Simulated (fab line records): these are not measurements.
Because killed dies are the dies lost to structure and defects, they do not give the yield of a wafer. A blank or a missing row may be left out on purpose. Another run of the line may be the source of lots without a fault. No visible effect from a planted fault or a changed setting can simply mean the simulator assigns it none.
fab line records	flow nand_harc
record lots=12	wafers=34	last_day=23
route steps=1159 shown P_ZERO_WELL@12 P_STI@89 P_GATE@131
lots that met no fault: from a run of the same line without faults
start_h: start of the lot's first displayed wafer, in hours after the record's first day	wait_h: hours since the lot's step before	" the same as in the row above	L1.1+2: a single row standing in for several wafers	- no value present, or no start provided	* or withheld: withheld	< > ~ a bound
route shown NAME@n: a module of which the file shows steps, and the number in the route of the first	usual: average and standard deviation across the fault-free wafers	same: alike in all rows	chamber/n: place in a boat	sites: the reading at each site	_std_site: how widely they spread, as a standard deviation	_edge_site: inner sites' mean taken away from outer sites' mean	radius_mm: for every site, how far away it sits from the centre of the wafer	mask NAME#n: copy n	behind: the tool/chamber that last shaped the wafer	hold: what put the lot on hold/how long, in hours/how the hold closed	device: names the non-switching transistor (n, p or np)	end of line: the tests these same wafers got at the end of their route	a step with no rows: only its recipe	killed: the dies lost at the first sort to structure and to defects; this is not the yield of the wafer	map: shows each die of a wafer: x if killed, . if not, _ if none is there
set.NAME: the setting that was run; set.NAME@STEP: the one run at that earlier step	model.NAME: the simulator's own value behind a step, which no gauge read
route steps across a sampled set of lots; one table per step, one row per wafer
services: when a tool's chamber went out of use (start_h, in hours from the record's first day, below 0 if earlier), for how many hours, and the reason
## steps
# step NHARC_P_ZERO_WELL_PEB_09
# recipe peb_temp_c=128	peb_time_s=80
# usual heater_power_total_W=189.9/0.76
lot.wafer	tool	chamber	start_h	wait_h	heater_power_total_W
L907.1	litho_track-05	0	13.16	0.1	190.0
L907.3	"	0	"	"	189.5
L907.4	"	0	"	"	190.9
L908.1	litho_track-05	0	19.07	0.1	189.5
L908.4	"	0	"	"	190.7
L908.5	"	0	"	"	188.6
L910.1	litho_track-03	0	31.53	0.1	189.6
L910.2	"	0	"	"	188.7
L910.3	"	0	"	"	189.5
L913.3	litho_track-03	0	49.05	0.1	190.7
L913.4	"	0	"	"	189.2
L913.6	"	0	"	"	190.6
L914.2	litho_track-05	0	55.16	0.1	190.0
L914.5	"	0	"	"	189.1
L914.6	"	0	"	"	189.0
L916.1	litho_track-03	0	67.03	0.1	188.9
L916.3	"	0	"	"	188.8
L916.6	"	0	"	"	190.7
L920.2	litho_track-03	0	91.25	0.1	190.2
L920.4	"	0	"	"	190.7
L920.5	"	0	"	"	189.1
L921.4	litho_track-03	0	97.29	0.0	189.2
L921.5	"	0	"	"	189.1
L922.1	litho_track-03	0	103.03	0.1	189.3
L922.5	"	0	"	"	189.2
L924.2	litho_track-02	0	115.15	0.1	189.1
L924.5	"	0	"	"	190.1
L924.6	"	0	"	"	190.7
L926.2	litho_track-02	0	127.04	0.1	190.7
L926.3	"	0	"	"	190.8
L926.6	"	0	"	"	188.6
L928.3	litho_track-02	0	139.03	0.1	190.5
L928.5	"	0	"	"	190.2
L928.6	"	0	"	"	190.9
# step NHARC_P_ZERO_WELL_CD_MEAS_11
# recipe target_cd_nm=500	landing_energy_ev=500
# usual cd_nm=499.1/1.8
lot.wafer	tool	chamber	start_h	wait_h	cd_nm
L907.1	cd_sem-03	0	13.25	-	497.4
L907.3	"	0	"	"	500.6
L907.4	"	0	"	"	499.8
L908.1	cd_sem-02	0	19.15	-	498.7
L908.4	"	0	"	"	499.8
L908.5	"	0	"	"	501.0
L910.1	cd_sem-03	0	31.62	-	503.2
L910.2	"	0	"	"	498.5
L910.3	"	0	"	"	499.1
L913.3	cd_sem-01	0	49.14	-	502.9
L913.4	"	0	"	"	501.0
L913.6	"	0	"	"	499.5
L914.2	cd_sem-03	0	55.24	-	496.5
L914.5	"	0	"	"	498.9
L914.6	"	0	"	"	499.6
L916.1	cd_sem-03	0	67.12	-	498.6
L916.3	"	0	"	"	498.1
L916.6	"	0	"	"	497.7
L920.2	cd_sem-01	0	91.34	-	499.2
L920.4	"	0	"	"	504.4
L920.5	"	0	"	"	505.3
L921.4	cd_sem-03	0	97.38	-	506.6
L921.5	"	0	"	"	507.7
L922.1	cd_sem-01	0	103.11	-	499.1
L922.5	"	0	"	"	505.1
L924.2	cd_sem-02	0	115.24	-	497.6
L924.5	"	0	"	"	499.5
L924.6	"	0	"	"	499.9
L926.2	cd_sem-01	0	127.13	-	497.3
L926.3	"	0	"	"	497.9
L926.6	"	0	"	"	496.2
L928.3	cd_sem-01	0	139.12	-	497.0
L928.5	"	0	"	"	499.0
L928.6	"	0	"	"	496.4
# step NHARC_P_ZERO_WELL_DESCUM_13
# recipe time_s=3	o2_flow_sccm=200	ar_flow_sccm=0	bias_power_w=0	chemistry=O2
# usual drypump_motor_current_A=5.6/0.34	mfc_ar_sccm=0.007/0.013	oes_product_au=1.000/0.0095	rf_vpp_V=57.9/0.95	showerhead_plenum_p_Torr=1.95/0.091	throttle_valve_pct=11.309/0.0093
# same time_s=3
lot.wafer	tool	chamber	start_h	wait_h	drypump_motor_current_A	mfc_ar_sccm	oes_product_au	rf_hours_counter_h	rf_vpp_V	showerhead_plenum_p_Torr	throttle_valve_pct
L907.1	rie_diel-09	3	13.41	-	5.6	0	0.994	6.1	58.0	2.06	11.313
L907.4	"	0	"	"	5.3	0.007	0.998	6.8	58.4	2.01	11.316
L907.3	"	1	"	"	5.9	0.005	0.995	6.5	57.1	1.95	11.298
L908.4	rie_diel-10	3	19.33	-	6.2	0	1.008	0.8	59.1	1.85	11.316
L908.1	"	0	"	"	5.4	0	0.998	0.4	56.7	1.84	11.311
L908.5	"	2	"	"	5.6	0	0.987	-	57.4	2.06	11.324
L910.1	rie_diel-09	2	31.78	-	5.0	0	1.007	7.5	57.6	1.96	11.317
L910.2	"	3	"	"	5.6	0	0.999	7.1	58.2	2.06	11.307
L910.3	"	0	"	"	5.3	0.007	1.005	7.8	58.1	2.01	11.320
L913.4	rie_diel-03	3	49.30	-	6.0	0	1.007	0.0	56.2	1.79	11.315
L913.3	"	0	"	"	5.7	0.044	1.008	0.1	58.1	2.04	11.301
L913.6	"	3	"	"	6.0	0	1.008	-	56.8	1.79	11.311
L914.2	rie_diel-03	2	55.41	-	5.4	0	1.008	0.1	56.1	1.85	11.303
L914.6	"	1	"	"	6.0	0	1.004	-	57.7	2.01	11.301
L914.5	"	2	"	"	5.4	0	1.015	-	57.3	1.85	11.299
L916.1	rie_diel-10	1	67.27	-	5.2	0.021	0.991	4.8	59.0	1.95	11.299
L916.3	"	2	"	"	5.6	0	0.996	4.9	58.2	2.06	11.315
L916.6	"	1	"	"	5.3	0.021	0.995	-	56.2	1.95	11.291
L920.2	rie_diel-03	1	91.51	-	6.0	0	0.988	3.5	55.9	2.01	11.322
L920.4	"	2	"	"	5.4	0	1.019	3.2	57.8	1.85	11.309
L920.5	"	3	"	"	6.0	0	1.007	-	56.7	1.79	11.317
L921.4	rie_diel-10	2	97.54	-	5.6	0	1.002	6.2	58.3	2.06	11.312
L921.5	"	3	"	"	6.2	0	1.001	-	57.0	1.85	11.303
L922.1	rie_diel-09	3	103.30	-	5.6	0	0.996	1.2	57.7	2.06	11.307
L922.5	"	1	"	"	5.9	0.005	0.990	-	56.5	1.95	11.311
L924.2	rie_diel-09	3	115.41	-	5.6	0	0.996	2.3	60.5	2.06	11.310
L924.6	"	1	"	"	5.9	0.005	0.988	-	58.8	1.95	11.326
L924.5	"	0	"	"	5.2	0.007	0.997	-	58.0	2.00	11.308
L926.2	rie_diel-03	0	127.28	-	5.8	0.044	1.017	5.2	57.9	2.03	11.294
L926.3	"	2	"	"	5.5	0	1.014	5.0	57.6	1.84	11.302
L926.6	"	0	"	"	5.8	0.044	1.016	-	59.0	2.03	11.305
L928.3	rie_diel-09	2	139.30	-	5.0	0	1.002	2.6	56.8	1.96	11.310
L928.5	"	3	"	"	5.5	0	0.991	-	60.5	2.06	11.307
L928.6	"	0	"	"	5.3	0.007	0.998	-	56.8	2.00	11.314
# step NHARC_P_STI_ETCH_31
# recipe target_depth_a=1089	time_s=54.5	cf4_flow_sccm=100	chf3_flow_sccm=30	ar_flow_sccm=0	rf_w=500	bias_w=200	chemistry=CF4/CHF3
# usual chf3_flow_sccm=29.99/0.085	drypump_motor_current_A=5.8/0.44	mfc_ar_sccm=0.011/0.011	oes_product_au=0.962/0.017	rf_vpp_V=371.6/2.5	showerhead_plenum_p_Torr=1.61/0.073	throttle_valve_pct=16.803/0.0086
# same time_s=54.5
lot.wafer	tool	chamber	start_h	wait_h	chf3_flow_sccm	drypump_motor_current_A	mfc_ar_sccm	oes_product_au	rf_hours_counter_h	rf_vpp_V	showerhead_plenum_p_Torr	throttle_valve_pct
L907.4	rie_diel-12	3	-	-	30.09	6.1	0	0.968	0.0	372.7	1.67	16.806
L907.3	"	0	"	"	29.95	5.5	0.034	0.952	0.0	372.9	1.66	16.796
L907.1	"	2	"	"	29.95	5.8	0.013	0.966	0.0	373.1	1.66	16.792
L908.1	rie_diel-07	0	-	-	29.90	5.2	0	0.939	5.9	373.7	1.65	16.813
L908.4	"	0	"	"	29.91	5.2	0	0.938	-	372.6	1.65	16.802
L908.5	"	1	"	"	29.88	6.0	0.012	0.947	-	373.1	1.60	16.811
L910.2	rie_diel-06	1	-	-	29.99	5.4	0.012	0.971	3.7	373.9	1.67	16.821
L910.1	"	2	"	"	29.92	6.1	0.008	0.964	3.5	373.6	1.66	16.801
L910.3	"	3	"	"	30.06	6.2	0	0.952	3.7	373.7	1.69	16.805
L913.3	rie_diel-12	3	-	-	29.99	6.2	0	0.977	2.2	372.1	1.67	16.798
L913.4	"	1	"	"	30.04	5.3	0	0.979	2.1	366.9	1.48	16.813
L913.6	"	3	"	"	30.03	6.1	0	0.957	-	373.8	1.67	16.804
L914.2	rie_diel-12	0	-	-	30.01	5.5	0.034	0.954	2.9	373.8	1.66	16.805
L914.5	"	3	"	"	29.81	6.2	0	0.988	-	373.1	1.67	16.816
L914.6	"	0	"	"	30.05	5.5	0.034	0.957	-	373.2	1.66	16.808
L916.1	rie_diel-06	1	-	-	29.99	5.4	0.012	0.987	0.3	373.0	1.67	16.800
L916.3	"	3	"	"	30.06	6.2	0	0.947	0.4	374.3	1.69	16.790
L916.6	"	1	"	"	29.90	5.4	0.012	0.981	-	373.8	1.67	16.803
L920.4	rie_diel-07	3	-	-	30.03	6.1	0.013	0.972	2.7	369.1	1.54	16.803
L920.2	"	2	"	"	29.99	5.4	0.025	0.959	1.3	367.2	1.50	16.816
L920.5	"	0	"	"	29.98	5.2	0	0.958	-	373.1	1.65	16.811
L921.5	rie_diel-07	0	-	-	29.87	5.2	0	0.949	-	372.1	1.65	16.806
L921.4	"	1	"	"	29.74	5.9	0.012	0.975	-	371.4	1.60	16.789
L922.1	rie_diel-07	0	-	-	29.94	5.2	0	0.951	1.9	373.7	1.65	16.798
L922.5	"	3	"	"	30.04	6.1	0.013	0.969	-	369.4	1.54	16.787
L924.2	rie_diel-07	0	-	-	29.91	5.2	0	0.968	2.3	373.1	1.65	16.817
L924.5	"	0	"	"	29.86	5.2	0	0.965	-	372.5	1.65	16.794
L924.6	"	1	"	"	29.97	5.9	0.012	0.966	-	371.4	1.60	16.792
L926.3	rie_diel-12	0	-	-	29.99	5.5	0.034	0.973	7.7	374.7	1.66	16.803
L926.2	"	1	"	"	29.96	5.3	0	0.959	7.6	367.8	1.48	16.797
L926.6	"	0	"	"	29.92	5.5	0.034	0.954	-	373.8	1.66	16.803
L928.3	rie_diel-07	3	-	-	29.92	6.1	0.013	0.946	4.4	370.2	1.54	16.811
L928.5	"	3	"	"	30.08	6.1	0.013	0.933	-	368.3	1.54	16.785
L928.6	"	0	"	"	30.06	5.2	0	0.941	-	372.4	1.65	16.807
# step NHARC_P_GATE_HM_DEP_102
# recipe target_thk_a=1200	temp_c=400	material=aC
# usual throttle_valve_pct=34.999/0.0089
lot.wafer	tool	chamber	start_h	wait_h	throttle_valve_pct
L907.1	acl_dep-02	0	81.98	0.4	34.992
L907.3	"	0	"	"	34.991
L907.4	"	0	"	"	35.004
L908.1	acl_dep-03	0	94.59	0.4	35.003
L908.4	"	0	"	"	35.006
L908.5	"	0	"	"	34.995
L910.1	acl_dep-03	0	108.09	1.0	34.995
L910.2	"	0	"	"	34.998
L910.3	"	0	"	"	35.000
L913.3	acl_dep-02	0	124.69	0.6	35.018
L913.4	"	0	"	"	35.004
L913.6	"	0	"	"	35.000
L914.2	acl_dep-02	0	135.19	0.5	34.992
L914.5	"	0	"	"	35.011
L914.6	"	0	"	"	35.012
L916.1	acl_dep-01	0	143.48	0.4	35.009
L916.3	"	0	"	"	35.008
L916.6	"	0	"	"	34.993
L920.2	acl_dep-03	0	163.64	0.5	35.008
L920.4	"	0	"	"	34.998
L920.5	"	0	"	"	34.990
L921.4	acl_dep-02	0	163.87	0.7	34.997
L921.5	"	0	"	"	35.017
L922.1	acl_dep-03	0	181.15	3.9	35.007
L922.5	"	0	"	"	35.000
L924.2	acl_dep-02	0	190.16	0.5	34.986
L924.5	"	0	"	"	34.988
L924.6	"	0	"	"	34.998
L926.2	acl_dep-01	0	199.79	0.5	34.999
L926.3	"	0	"	"	34.985
L926.6	"	0	"	"	34.995
L928.3	acl_dep-02	0	216.13	1.1	34.990
L928.5	"	0	"	"	35.005
L928.6	"	0	"	"	34.997
## services
tool	chamber	start_h	hours	kind
rie_diel-07	3	-5.39	5.3	repair
rie_diel-12	3	4.26	4.2	repair
rie_diel-09	1	23.58	17.4	repair
rie_diel-12	-	25.40	9.0	pm
rie_diel-07	3	31.55	16.6	repair
litho_track-03	-	38.00	7.0	pm
rie_diel-03	-	38.30	9.0	pm
rie_diel-07	-	41.68	0.8	repair
rie_diel-09	1	41.91	1.5	repair
rie_diel-07	3	51.01	2.4	repair
rie_diel-07	-	51.20	9.0	pm
rie_diel-09	2	54.03	15.6	repair
rie_diel-09	-	77.10	9.0	pm
rie_diel-09	1	105.86	5.1	repair
rie_diel-09	2	114.18	5.9	repair
rie_diel-07	3	118.74	4.2	repair
acl_dep-02	-	121.69	0.8	repair
rie_diel-03	3	135.09	13.8	repair
rie_diel-12	1	138.81	7.5	repair
rie_diel-03	1	157.87	9.1	repair
acl_dep-02	-	168.56	13.0	pm
rie_diel-09	2	199.93	2.5	repair
rie_diel-12	-	202.40	9.0	pm
litho_track-03	-	213.00	7.0	pm
## key
first_sign step=NHARC_P_ZERO_WELL_CD_MEAS_11	reading=cd_nm	direction=up	sigmas=3.7	usual=499.1	struck=505.8
effect none on later readings
met_at NHARC_P_ZERO_WELL_PEB_09
struck_lots L920,L921,L922
struck_wafers L920.4,L920.5,L921.4,L921.5,L922.5
tester_left_out L920,L921,L922
not_acting_at NHARC_P_ZERO_WELL_DESCUM_13,NHARC_P_STI_ETCH_31,NHARC_P_GATE_HM_DEP_102
onset_between 67.03 91.25
fault kind=process_parameter_drift	tool=litho_track-03	chamber=-	onset_h=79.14	steps=NHARC_P_ZERO_WELL_PEB_09	channel=peb_time_s	offset=*	shape=step	end_h=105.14	scope=struck_wafers_only	acts_in=*	stated=*
# tester_left_out: of these lots the tester's yield and bins aren't shown, on N5 and GAA mostly nor the transistor test; their killed dies are dies lost to structure and defects alone, not to doping, threshold or leakage, so they don't give the yield
